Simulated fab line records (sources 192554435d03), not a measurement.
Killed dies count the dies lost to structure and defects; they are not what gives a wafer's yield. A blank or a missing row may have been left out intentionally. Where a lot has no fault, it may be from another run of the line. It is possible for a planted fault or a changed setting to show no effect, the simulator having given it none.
fab line records	flow n5-finfet
record lots=9	wafers=27	last-day=18
route steps=1938 shown BEOL_M1@770 BEOL_M4@1111
lots untouched by any fault: they come from a run of this same line in which no faults occurred
start-h: the number of hours between the record's first day and the start of the first shown wafer of the lot	wait-h: how many hours have passed since the lot's step before this one	" identical to the entry in the row above	L1.1+2: several wafers, shown together as one row	- no value present, or no start provided	* or withheld: withheld	< > ~ a bound
route shown NAME@n: a module of which the file shows steps, and the number in the route of the first	usual: the fault-free wafers' mean and standard deviation	same: alike in all rows	chamber/n: place in a boat	sites: per-site readings	_std_site: standard deviation of those values	_edge_site: outer sites' mean less inner sites'	radius-mm: how far each site lies from the wafer's centre	mask NAME#n: copy n	behind: the tool/chamber that last shaped the wafer	hold: why the lot went on hold/how many hours it stayed there/how the hold came to an end	device: whichever transistor did not switch (one of n, p or np)	end of line: tests of these same wafers at the route's end	a step given without rows: its recipe and nothing more	killed: dies that structure and defects cost at the first sort, which is not the same as the wafer's yield	map: the dies of a wafer, with x for killed, . for not killed, _ for no die there
set.NAME: the setting that was run; set.NAME@STEP: the one run at that earlier step	model.NAME: the simulator's own value behind a step, which no gauge read
route steps across a sampled set of lots; one table per step, one row per wafer
services: from which hour (start-h, from the record's first day; less than 0 if before it) a tool's chamber was out of use, for how many hours, and why
## steps
# step N5_BEOL_M1_ETCH_64
# recipe chemistry=N2/H2	target=SOC	target-depth-a=750	overetch-a=150	mask-material=SiARC	temp-c=40	time-s=112.5	ion-energy-ev=200	pressure-mtorr=30	source-w=840	bias-w=150	n2-flow-sccm=200	h2-flow-sccm=200
# usual drypump-motor-current-A=5.9/0.57	oes-product-au=0.63/0.071	rf-vpp-V=523.9/2.4	showerhead-plenum-p-Torr=2.54/0.084	throttle-valve-pct=17.83/0.22
lot.wafer	tool	chamber	start-h	wait-h	drypump-motor-current-A	oes-product-au	rf-hours-counter-h	rf-vpp-V	showerhead-plenum-p-Torr	throttle-valve-pct
L601.2	rie-diel-05	2	127.17	0.0	6.5	0.74	18	521.8	2.50	17.62
L601.5	"	0	"	"	5.5	0.57	-	527.5	2.63	17.91
L601.6	"	1	"	"	5.6	0.63	-	521.1	2.45	17.67
L602.1	rie-diel-05	0	135.78	0.0	5.4	0.56	198	527.8	2.63	17.91
L602.4	"	3	"	"	6.4	0.65	82	522.1	2.46	17.75
L602.6	"	3	"	"	6.4	0.65	-	521.3	2.46	17.78
L603.2	rie-diel-05	1	142.47	0.0	5.6	0.62	126	521.1	2.45	17.66
L603.5	"	3	"	"	6.4	0.65	-	521.0	2.46	17.78
L603.6	"	0	"	"	5.5	0.56	-	526.8	2.63	17.91
L606.1	rie-diel-05	3	158.41	0.0	6.4	0.64	90	520.5	2.46	17.80
L606.3	"	1	"	"	5.6	0.62	131	521.3	2.45	17.68
L606.4	"	1	"	"	5.6	0.61	-	520.9	2.45	17.69
L607.1	rie-diel-02	0	168.74	0.0	5.1	0.54	249	519.8	2.38	17.92
L607.3	"	2	"	"	6.7	0.66	66	524.6	2.58	18.04
L607.5	"	3	"	"	6.5	0.61	-	524.8	2.55	17.89
L612.1	rie-diel-05	0	197.71	0.0	5.5	0.55	213	525.4	2.62	17.94
L612.2	"	2	"	"	6.5	0.71	38	521.4	2.49	17.64
L612.5	"	0	"	"	5.4	0.56	-	525.4	2.62	17.94
L617.1	rie-diel-05	0	226.05	0.0	5.5	0.56	223	525.7	2.62	17.96
L617.3	"	2	"	"	6.5	0.70	48	522.7	2.48	17.67
L617.4	"	3	"	"	6.3	0.63	112	522.8	2.45	17.84
L619.2	rie-diel-02	2	236.11	0.0	6.7	0.64	90	523.9	2.56	18.07
L619.5	"	2	"	"	6.8	0.64	-	523.3	2.56	18.06
L619.6	"	1	"	"	6.2	0.71	-	522.6	2.49	17.86
L623.1	rie-diel-04	0	262.39	0.0	5.4	0.73	13	525.1	2.59	17.97
L623.2	"	3	"	"	5.5	0.70	39	527.7	2.68	17.23
L623.6	"	3	"	"	5.5	0.70	-	527.7	2.68	17.23
# step N5_BEOL_M1_CD_MEAS_18
# recipe pitch-nm=36	target-cd-nm=18
# usual cd-nm=18.0/0.32
lot.wafer	tool	chamber	start-h	wait-h	cd-nm
L601.2	cd-sem-03	-	127.52	0.1	18.1
L601.5	"	-	"	"	18.3
L601.6	"	-	"	"	18.0
L602.1	cd-sem-02	-	136.14	0.0	18.1
L602.4	"	-	"	"	18.2
L602.6	"	-	"	"	17.7
L603.2	cd-sem-02	-	142.82	0.1	17.9
L603.5	"	-	"	"	18.0
L603.6	"	-	"	"	17.6
L606.1	cd-sem-02	-	158.76	0.0	17.6
L606.3	"	-	"	"	17.8
L606.4	"	-	"	"	17.8
L607.1	cd-sem-01	-	169.16	0.0	18.6
L607.3	"	-	"	"	18.2
L607.5	"	-	"	"	18.5
L612.1	cd-sem-03	-	198.06	0.0	18.0
L612.2	"	-	"	"	18.1
L612.5	"	-	"	"	18.0
L617.1	cd-sem-02	-	226.55	0.0	18.1
L617.3	"	-	"	"	17.9
L617.4	"	-	"	"	18.0
L619.2	cd-sem-03	-	236.46	0.1	17.6
L619.5	"	-	"	"	18.1
L619.6	"	-	"	"	17.6
L623.1	cd-sem-02	-	263.07	0.1	18.0
L623.2	"	-	"	"	18.0
L623.6	"	-	"	"	17.9
# step N5_BEOL_M1_VIA_ETCH_34
# recipe chemistry=C4F6/O2	target-depth-a=678	mask-material=SOC	pressure-mtorr=15	ion-energy-ev=250	taper-deg=4	time-s=64.4	source-w=350	bias-w=170	Ar_flow_sccm=300	C4F6_flow_sccm=10	O2_flow_sccm=10
# usual drypump-motor-current-A=5.9/0.56	oes-product-au=0.81/0.1	rf-vpp-V=661/11	run-length-s=87.8/0.42	showerhead-plenum-p-Torr=2.86/0.09	throttle-valve-pct=30.74/0.25
lot.wafer	tool	chamber	start-h	wait-h	drypump-motor-current-A	oes-product-au	rf-hours-counter-h	rf-vpp-V	run-length-s	showerhead-plenum-p-Torr	throttle-valve-pct
L601.2	rie-diel-05	1	129.86	0.0	5.6	0.78	123	647	88.3	2.75	30.62
L601.5	"	1	"	"	5.6	0.78	-	644	88.1	2.75	30.61
L601.6	"	2	"	"	6.5	0.93	-	648	88.0	2.80	30.72
L602.1	rie-diel-05	0	137.41	0.0	5.5	0.71	199	662	88.0	2.93	30.63
L602.4	"	2	"	"	6.5	0.93	20	649	88.0	2.80	30.72
L602.6	"	0	"	"	5.4	0.71	-	661	87.5	2.92	30.62
L603.2	rie-diel-05	2	145.39	0.0	6.5	0.93	22	649	88.0	2.80	30.73
L603.5	"	0	"	"	5.4	0.71	-	661	87.5	2.92	30.62
L603.6	"	3	"	"	6.4	0.81	-	668	87.9	2.74	30.48
L606.1	rie-diel-02	2	161.18	0.0	6.7	0.83	63	655	87.4	2.88	31.05
L606.3	"	3	"	"	6.5	0.78	145	662	87.7	2.85	30.78
L606.4	"	3	"	"	6.5	0.77	-	661	88.0	2.85	30.78
L607.1	rie-diel-02	0	179.98	0.0	5.1	0.68	254	656	87.1	2.66	30.60
L607.3	"	2	"	"	6.7	0.83	70	653	87.5	2.87	31.08
L607.5	"	3	"	"	6.5	0.76	-	661	88.1	2.84	30.77
L612.1	rie-diel-02	3	200.81	0.0	6.5	0.76	161	660	87.8	2.84	30.78
L612.2	"	1	"	"	6.2	0.94	5	669	87.6	2.82	30.92
L612.5	"	3	"	"	6.5	0.76	-	661	88.1	2.84	30.77
L617.1	rie-diel-02	3	229.35	0.0	6.5	0.75	170	662	79.1	2.84	30.80
L617.3	"	0	"	"	5.0	1.01	7	666	78.4	2.99	30.25
L617.4	"	1	"	"	6.2	0.89	13	668	78.9	2.81	30.91
L619.2	rie-diel-02	1	238.46	0.0	6.2	0.89	16	669	79.2	2.81	30.92
L619.5	"	3	"	"	6.5	0.74	-	659	79.2	2.83	30.81
L619.6	"	2	"	"	6.7	0.80	-	655	79.2	2.87	31.10
L623.1	rie-diel-05	1	266.85	0.0	5.6	0.74	163	645	88.5	2.73	30.63
L623.2	"	3	"	"	6.3	0.77	125	669	87.9	2.72	30.51
L623.6	"	2	"	"	6.5	0.86	-	647	88.0	2.78	30.78
# step N5_BEOL_M1_TRENCH_ETCH_37
# recipe chemistry=C4F6/O2	target-depth-a=552.07	target=SiOC	time-s=29	ion-energy-ev=250	pressure-mtorr=30	source-w=355	bias-w=185	Ar_flow_sccm=300	C4F6_flow_sccm=10	O2_flow_sccm=10
# usual drypump-motor-current-A=5.9/0.56	oes-product-au=0.80/0.1	rf-vpp-V=661/11	run-length-s=52.3/0.44	showerhead-plenum-p-Torr=2.86/0.09	throttle-valve-pct=20.85/0.23
lot.wafer	tool	chamber	start-h	wait-h	drypump-motor-current-A	oes-product-au	rf-hours-counter-h	rf-vpp-V	run-length-s	showerhead-plenum-p-Torr	throttle-valve-pct
L601.2	rie-diel-05	1	-	-	5.6	0.78	123	646	52.6	2.76	20.73
L601.5	"	1	"	"	5.6	0.78	-	644	52.9	2.76	20.72
L601.6	"	2	"	"	6.5	0.93	-	649	53.0	2.81	20.81
L602.1	rie-diel-05	0	-	-	5.4	0.71	199	662	52.0	2.93	20.76
L602.4	"	2	"	"	6.5	0.92	20	649	52.9	2.81	20.82
L602.6	"	0	"	"	5.4	0.71	-	661	52.4	2.93	20.75
L603.2	rie-diel-05	2	-	-	6.5	0.92	22	649	53.0	2.81	20.81
L603.5	"	0	"	"	5.4	0.71	-	661	52.2	2.93	20.74
L603.6	"	3	"	"	6.4	0.80	-	670	52.2	2.74	20.63
L606.1	rie-diel-02	2	-	-	6.7	0.83	63	654	51.8	2.88	21.12
L606.3	"	3	"	"	6.5	0.77	145	661	52.6	2.85	20.97
L606.4	"	3	"	"	6.5	0.77	-	661	52.4	2.85	20.96
L607.1	rie-diel-02	0	-	-	5.1	0.69	254	654	51.5	2.66	20.82
L607.3	"	2	"	"	6.7	0.82	70	656	51.8	2.88	21.15
L607.5	"	3	"	"	6.5	0.76	-	661	53.0	2.85	20.96
L612.1	rie-diel-02	3	-	-	6.5	0.76	161	662	52.4	2.84	20.99
L612.2	"	1	"	"	6.2	0.93	5	668	52.4	2.82	20.87
L612.5	"	3	"	"	6.5	0.76	-	662	52.3	2.84	20.97
L617.1	rie-diel-02	3	-	-	6.5	0.76	170	660	52.9	2.84	21.00
L617.3	"	0	"	"	5.1	1.00	7	664	51.3	3.00	20.44
L617.4	"	1	"	"	6.2	0.89	13	669	51.9	2.82	20.88
L619.2	rie-diel-02	1	-	-	6.2	0.89	16	667	52.2	2.81	20.89
L619.5	"	3	"	"	6.5	0.76	-	660	52.2	2.84	21.00
L619.6	"	2	"	"	6.7	0.81	-	654	51.8	2.87	21.18
L623.1	rie-diel-05	1	-	-	5.6	0.75	163	645	52.6	2.74	20.78
L623.2	"	3	"	"	6.3	0.77	125	668	53.0	2.73	20.69
L623.6	"	2	"	"	6.5	0.86	-	649	52.4	2.79	20.88
# step N5_BEOL_M4_RC_MEAS_101
# usual DIBL_N=36.0/1.7	DIBL_P=36.0/2	IOFF_N=0.156/0.028	IOFF_P=0.21/0.04	ION_N=673/12	ION_P=463/8.3	SS_N=71.4/0.6	SS_P=73.3/0.66	VT_N=250/3	VT_P=-250/3.8
lot.wafer	tool	chamber	start-h	wait-h	DIBL_N[mV/V]	DIBL_P[mV/V]	IOFF_N[nA/um]	IOFF_P[nA/um]	ION_N[uA/um]	ION_P[uA/um]	SS_N[mV/dec]	SS_P[mV/dec]	VT_N[mV]	VT_P[mV]
L602.1	prober-02	0	169.30	0.0	35.8	35.5	0.155	0.16	674	460	72.5	73.2	250	-257
L602.4	"	0	"	"	38.5	39.1	0.207	0.22	680	454	72.3	74.7	248	-251
L602.6	"	0	"	"	35.0	35.3	0.146	0.17	668	454	70.5	73.0	248	-256
L601.2	prober-01	0	173.52	0.2	33.3	32.2	0.102	0.17	653	460	70.6	72.2	256	-253
L601.5	"	0	"	"	35.7	35.4	0.135	0.20	654	456	72.1	73.7	254	-251
L601.6	"	0	"	"	35.2	34.4	0.136	0.20	666	459	71.4	72.7	254	-249
L603.2	prober-02	0	179.55	0.5	36.9	36.3	0.167	0.18	677	461	71.3	73.6	250	-254
L603.5	"	0	"	"	36.9	35.9	0.153	0.18	660	448	71.9	73.7	255	-255
L603.6	"	0	"	"	34.7	34.3	0.123	0.16	672	457	70.7	72.6	254	-254
L606.1	prober-02	0	203.34	0.0	39.3	39.6	0.205	0.27	676	471	72.0	75.0	248	-247
L606.3	"	0	"	"	36.9	36.2	0.154	0.21	662	456	71.2	74.1	254	-253
L606.4	"	0	"	"	38.1	36.6	0.160	0.21	662	455	71.5	74.0	254	-254
L607.1	prober-01	0	209.48	0.1	36.7	35.6	0.160	0.20	682	462	72.3	72.7	249	-252
L607.3	"	0	"	"	38.2	37.2	0.192	0.23	669	458	71.8	73.3	245	-249
L607.5	"	0	"	"	37.4	36.1	0.167	0.21	680	463	71.4	73.8	247	-249
L612.1	prober-02	0	238.77	0.0	35.4	35.3	0.164	0.23	678	467	71.0	72.4	247	-245
L612.2	"	0	"	"	33.6	34.6	0.139	0.23	672	474	70.8	72.7	248	-247
L612.5	"	0	"	"	35.8	36.7	0.188	0.27	695	480	71.8	73.8	246	-245
L617.1	prober-02	0	274.15	0.0	38.8	38.5	0.179	0.24	675	463	71.9	73.6	249	-250
L617.3	"	0	"	"	37.1	36.2	0.156	0.22	687	470	71.3	72.2	248	-248
L617.4	"	0	"	"	37.9	36.2	0.163	0.22	672	460	71.2	72.9	251	-249
L619.2	prober-02	0	289.62	0.2	34.4	34.3	0.118	0.18	667	462	70.8	72.6	256	-251
L619.5	"	0	"	"	35.9	36.0	0.145	0.21	662	456	71.1	73.1	250	-251
L619.6	"	0	"	"	34.5	33.9	0.125	0.18	662	463	71.1	72.5	252	-252
L623.1	prober-02	0	312.58	0.0	36.8	37.8	0.184	0.23	694	471	71.0	73.2	246	-249
L623.2	"	0	"	"	36.1	37.0	0.167	0.21	684	464	71.1	72.9	248	-251
L623.6	"	0	"	"	36.3	36.7	0.166	0.21	680	459	71.8	73.4	247	-253
## services
tool	chamber	start-h	hours	kind
rie-diel-04	3	136.00	-	clean
rie-diel-04	3	136.00	-	consumable-replace:focus-ring
rie-diel-04	3	136.00	-	consumable-replace:showerhead
rie-diel-04	3	136.00	14.5	scheduled-down
rie-diel-04	3	136.00	14.5	vent-cycle
rie-diel-04	1	142.41	4.1	repair
rie-diel-05	0	149.93	9.9	repair
rie-diel-02	1	158.69	-	clean
rie-diel-02	1	158.69	-	consumable-replace:focus-ring
rie-diel-02	1	158.69	32.3	scheduled-down
rie-diel-02	1	158.69	32.3	vent-cycle
rie-diel-04	0	184.42	-	clean
rie-diel-04	0	184.42	-	consumable-replace:esc
rie-diel-04	0	184.42	-	consumable-replace:focus-ring
rie-diel-04	0	184.42	36.4	scheduled-down
rie-diel-04	0	184.42	36.4	vent-cycle
rie-diel-02	0	191.04	-	clean
rie-diel-02	0	191.04	-	consumable-replace:focus-ring
rie-diel-02	0	191.04	-	consumable-replace:showerhead
rie-diel-02	0	191.04	13.5	scheduled-down
rie-diel-02	0	191.04	13.5	vent-cycle
rie-diel-04	1	220.95	-	clean
rie-diel-04	1	220.95	-	consumable-replace:focus-ring
rie-diel-04	1	220.95	21.6	scheduled-down
## key
first-sign step=N5_BEOL_M1_VIA_ETCH_34	reading=run-length-s	direction=down	sigmas=21	usual=*	struck=*
effect none on later readings
met-at N5_BEOL_M1_VIA_ETCH_34
struck-lots L617,L619
not-acting-at N5_BEOL_M1_ETCH_64,N5_BEOL_M1_CD_MEAS_18,N5_BEOL_M1_TRENCH_ETCH_37
onset-between 200.81 229.35
fault kind=process-parameter-drift	tool=rie-diel-02	chamber=-	onset-h=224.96	steps=N5_BEOL_M1_VIA_ETCH_34	channel=time-s	offset=*	shape=step	end-h=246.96	acts-in=*	stated=*
